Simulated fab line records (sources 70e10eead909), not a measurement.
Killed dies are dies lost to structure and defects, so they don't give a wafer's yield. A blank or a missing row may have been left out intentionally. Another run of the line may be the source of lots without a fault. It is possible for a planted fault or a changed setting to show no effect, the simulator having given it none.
Chamber matching || flow nand-harc || 4 sister chambers for NHARC_A_CHANNEL_FILL_D2_STRIP_28 on rie-diel-11
The step strips in O2, time 20 s. 22 wafers are shown with their chamber, then 11 later ones without.

## EACH WAFER AND ITS CHAMBER
{"wafer": "L074.2", "chamber": 2, "showerhead-plenum-p-Torr (Torr)": 3.74, "drypump-motor-current-A (A)": 5.8, "oes-product-au (a.u.)": 0.992}
{"wafer": "L074.5", "chamber": 2, "showerhead-plenum-p-Torr (Torr)": 3.74, "drypump-motor-current-A (A)": 5.8, "oes-product-au (a.u.)": 0.995}
{"wafer": "L074.6", "chamber": 3, "showerhead-plenum-p-Torr (Torr)": 3.75, "drypump-motor-current-A (A)": 5.6, "oes-product-au (a.u.)": 1.005}
{"wafer": "L077.2", "chamber": 3, "showerhead-plenum-p-Torr (Torr)": 3.75, "drypump-motor-current-A (A)": 5.6, "oes-product-au (a.u.)": 1.017}
{"wafer": "L077.3", "chamber": 1, "showerhead-plenum-p-Torr (Torr)": 3.55, "drypump-motor-current-A (A)": 6.2, "oes-product-au (a.u.)": 0.991}
{"wafer": "L077.5", "chamber": 2, "showerhead-plenum-p-Torr (Torr)": 3.74, "drypump-motor-current-A (A)": 5.7, "oes-product-au (a.u.)": 0.984}
{"wafer": "L078.1", "chamber": 0, "showerhead-plenum-p-Torr (Torr)": 3.76, "drypump-motor-current-A (A)": 6.4, "oes-product-au (a.u.)": 1.004}
{"wafer": "L078.4", "chamber": 1, "showerhead-plenum-p-Torr (Torr)": 3.55, "drypump-motor-current-A (A)": 6.2, "oes-product-au (a.u.)": 0.996}
{"wafer": "L078.5", "chamber": 3, "showerhead-plenum-p-Torr (Torr)": 3.75, "drypump-motor-current-A (A)": 5.6, "oes-product-au (a.u.)": 1.017}
{"wafer": "L079.2", "chamber": 3, "showerhead-plenum-p-Torr (Torr)": 3.75, "drypump-motor-current-A (A)": 5.6, "oes-product-au (a.u.)": 0.999}
{"wafer": "L079.5", "chamber": 0, "showerhead-plenum-p-Torr (Torr)": 3.76, "drypump-motor-current-A (A)": 6.5, "oes-product-au (a.u.)": 0.996}
{"wafer": "L079.6", "chamber": 3, "showerhead-plenum-p-Torr (Torr)": 3.75, "drypump-motor-current-A (A)": 5.6, "oes-product-au (a.u.)": 1.013}
{"wafer": "L081.2", "chamber": 1, "showerhead-plenum-p-Torr (Torr)": 3.55, "drypump-motor-current-A (A)": 6.2, "oes-product-au (a.u.)": 0.995}
{"wafer": "L081.3", "chamber": 3, "showerhead-plenum-p-Torr (Torr)": 3.75, "drypump-motor-current-A (A)": 5.6, "oes-product-au (a.u.)": 0.997}
{"wafer": "L081.5", "chamber": 1, "showerhead-plenum-p-Torr (Torr)": 3.55, "drypump-motor-current-A (A)": 6.2, "oes-product-au (a.u.)": 1.004}
{"wafer": "L083.1", "chamber": 2, "showerhead-plenum-p-Torr (Torr)": 3.74, "drypump-motor-current-A (A)": 5.7, "oes-product-au (a.u.)": 0.991}
{"wafer": "L083.5", "chamber": 0, "showerhead-plenum-p-Torr (Torr)": 3.76, "drypump-motor-current-A (A)": 6.4, "oes-product-au (a.u.)": 1.012}
{"wafer": "L083.6", "chamber": 3, "showerhead-plenum-p-Torr (Torr)": 3.75, "drypump-motor-current-A (A)": 5.6, "oes-product-au (a.u.)": 0.999}
{"wafer": "L086.1", "chamber": 0, "showerhead-plenum-p-Torr (Torr)": 3.76, "drypump-motor-current-A (A)": 6.4, "oes-product-au (a.u.)": 0.999}
{"wafer": "L086.3", "chamber": 2, "showerhead-plenum-p-Torr (Torr)": 3.74, "drypump-motor-current-A (A)": 5.7, "oes-product-au (a.u.)": 0.994}
{"wafer": "L086.4", "chamber": 3, "showerhead-plenum-p-Torr (Torr)": 3.75, "drypump-motor-current-A (A)": 5.6, "oes-product-au (a.u.)": 1.001}
{"wafer": "L093.2", "chamber": 3, "showerhead-plenum-p-Torr (Torr)": 3.74, "drypump-motor-current-A (A)": 5.6, "oes-product-au (a.u.)": 1.013}

SIGNATURES, as means of the wafers listed above
{"reading": "showerhead-plenum-p-Torr", "chamber 0": 3.7600, "chamber 1": 3.5500, "chamber 2": 3.7400, "chamber 3": 3.7489, "scatter within a chamber": 0.00222}
{"reading": "drypump-motor-current-A", "chamber 0": 6.425, "chamber 1": 6.200, "chamber 2": 5.740, "chamber 3": 5.600, "scatter within a chamber": 0.0329}
{"reading": "oes-product-au", "chamber 0": 1.00275, "chamber 1": 0.99650, "chamber 2": 0.99120, "chamber 3": 1.00678, "scatter within a chamber": 0.00687}
Rule: for each reading, subtract the chamber's mean from the wafer's reading, divide by that reading's scatter and square the result; add these up over the readings and take the root, which gives the wafer's distance from the chamber. If the next closest chamber is less than 2 further off than the closest, the wafer can't be placed; otherwise it belongs to the closest. The scatter: take each reading less its chamber's mean, square it, sum over the shown wafers, divide by the number of wafers less the number of chambers, and take the root.

## WAFERS WITHOUT THEIR CHAMBER
{"wafer": "L093.3", "showerhead-plenum-p-Torr (Torr)": 3.55, "drypump-motor-current-A (A)": 6.2, "oes-product-au (a.u.)": 1.010}
{"wafer": "L093.6", "showerhead-plenum-p-Torr (Torr)": 3.76, "drypump-motor-current-A (A)": 6.5, "oes-product-au (a.u.)": 1.013}
{"wafer": "L091.1", "showerhead-plenum-p-Torr (Torr)": 3.74, "drypump-motor-current-A (A)": 5.7, "oes-product-au (a.u.)": 1.002}
{"wafer": "L091.4", "showerhead-plenum-p-Torr (Torr)": 3.74, "drypump-motor-current-A (A)": 5.6, "oes-product-au (a.u.)": 1.006}
{"wafer": "L091.5", "showerhead-plenum-p-Torr (Torr)": 3.74, "drypump-motor-current-A (A)": 5.6, "oes-product-au (a.u.)": 1.009}
{"wafer": "L095.2", "showerhead-plenum-p-Torr (Torr)": 3.55, "drypump-motor-current-A (A)": 6.1, "oes-product-au (a.u.)": 1.004}
{"wafer": "L095.3", "showerhead-plenum-p-Torr (Torr)": 3.74, "drypump-motor-current-A (A)": 5.6, "oes-product-au (a.u.)": 1.011}
{"wafer": "L095.6", "showerhead-plenum-p-Torr (Torr)": 3.76, "drypump-motor-current-A (A)": 6.4, "oes-product-au (a.u.)": 1.006}
{"wafer": "L097.3", "showerhead-plenum-p-Torr (Torr)": 3.55, "drypump-motor-current-A (A)": 6.1, "oes-product-au (a.u.)": 1.016}
{"wafer": "L097.4", "showerhead-plenum-p-Torr (Torr)": 3.76, "drypump-motor-current-A (A)": 6.4, "oes-product-au (a.u.)": 1.013}
{"wafer": "L097.6", "showerhead-plenum-p-Torr (Torr)": 3.76, "drypump-motor-current-A (A)": 6.4, "oes-product-au (a.u.)": 1.002}

## CHAMBER TAKEN BY EACH
{"wafer": "L093.3", "from the rows above": 1, "in truth": 1}
{"wafer": "L093.6", "from the rows above": 0, "in truth": 0}
{"wafer": "L091.1", "from the rows above": 2, "in truth": 2}
{"wafer": "L091.4", "from the rows above": "can't be placed: 3 or 2", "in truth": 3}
{"wafer": "L091.5", "from the rows above": "can't be placed: 3 or 2", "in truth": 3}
{"wafer": "L095.2", "from the rows above": 1, "in truth": 1}
{"wafer": "L095.3", "from the rows above": "can't be placed: 3 or 2", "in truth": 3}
{"wafer": "L095.6", "from the rows above": 0, "in truth": 0}
{"wafer": "L097.3", "from the rows above": 1, "in truth": 1}
{"wafer": "L097.4", "from the rows above": 0, "in truth": 0}
{"wafer": "L097.6", "from the rows above": 0, "in truth": 0}
Correctly placed: 8 of 11. Cannot be placed on the basis of these rows: 3; the candidates contain the true chamber in 3. Number placed wrongly: 0.
